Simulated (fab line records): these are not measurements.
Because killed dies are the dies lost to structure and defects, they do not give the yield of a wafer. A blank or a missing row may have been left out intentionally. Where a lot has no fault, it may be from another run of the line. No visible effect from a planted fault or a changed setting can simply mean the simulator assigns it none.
A lot that was struck, set against a sound lot    flow nand harc    14 steps out of a route of 1302
Sound: wafers L240.1, L240.3, L240.4. Wafers struck: L239.2, L239.3. The cause comes at the end.
Per side, at each step with rows, come the tool, then ch with its chambers, and then its first start. Under that, the readings that differ: sound wafers    struck wafers    difference of the means    sigmas: that difference in standard deviations of wafers without a fault.
alike: words and numbers the same on both sides, and readings whose means are apart by under 2 such deviations; not compared: readings that were withheld, readings missing a value for some wafer, numbers with overlapping values and no deviation given by the record, and bounds like >300 which may hide the same value.
The two part at a step that has a row with sigmas, a row that says differs or no value, or rows on one side only. Numbers that don't overlap but have no deviation are shown without sigmas and don't part them. Lack of a reading on every wafer of one side parts them only where that side has two or more wafers.

NHARC_A_M0_INSPECT_27:
  struck on defect inspect-02, day 30 21:39; sound on defect inspect-01, day 30 13:59
  alike: raw defect count
NHARC_A_M0_PRE_CLEAN_31: time 12 s.
  sound on pecvd-02 ch 0,1,2, day 30 14:03; struck on pecvd-01 ch 0,1, day 30 21:43
  alike: heater power w
NHARC_A_M0_DEP_32: deposits SiCN, target thk 30 nm.
  sound on pecvd-02 ch 0,1,2, day 30 14:08; struck on pecvd-01 ch 0,1, day 30 21:47
  alike: heater power w, showerhead vpp V
then, 8 steps without rows for these wafers: NHARC_A_M1_DEP_00 (deposits SiOC, target thk 182.5 nm); NHARC_A_M1_DEHYDRATE_01 (time 120 s); NHARC_A_M1_HMDS_02 (time 30 s); NHARC_A_M1_COAT_34 (time 65 s); NHARC_A_M1_COAT_03 (resist thk 90 nm); NHARC_A_M1_SOFTBAKE_04 (time 55 s); NHARC_A_M1_EBR_05; NHARC_A_M1_EXPOSE_06 (exposes mask A M1, target cd 120 nm).
NHARC_A_M1_PEB_07: peb time 65 s.
  sound on litho track-01 ch 0, day 30 15:18; struck on litho track-06 ch 0, day 30 22:58
reading           sound                struck       difference  sigmas
plate temp C (C)  100.13 99.95 100.11  99.46 99.43  -0.62       -5
  alike: exhaust pa
then, 1 step without rows for these wafers: NHARC_A_M1_DEVELOP_08 (develop time 35 s).
NHARC_END_SORT_01:
  sound on prober-02 ch 0, day 32 04:02; struck on prober-01 ch 0, day 32 08:07
reading              sound     struck  difference  sigmas
killed at array      49 78 72  27 27   -39         -2
killed at periphery  4 5 4     9 13    +7          +3
  alike: defect limited yield, killed at other, killed dies, killed open, killed short

## WHERE THEY PART
Earliest at NHARC_A_M1_PEB_07; latest, in this record, at NHARC_END_SORT_01.

WHY: what had been put in by the simulator
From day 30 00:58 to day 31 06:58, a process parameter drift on litho track-06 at NHARC_A_M1_PEB_07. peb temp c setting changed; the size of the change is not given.
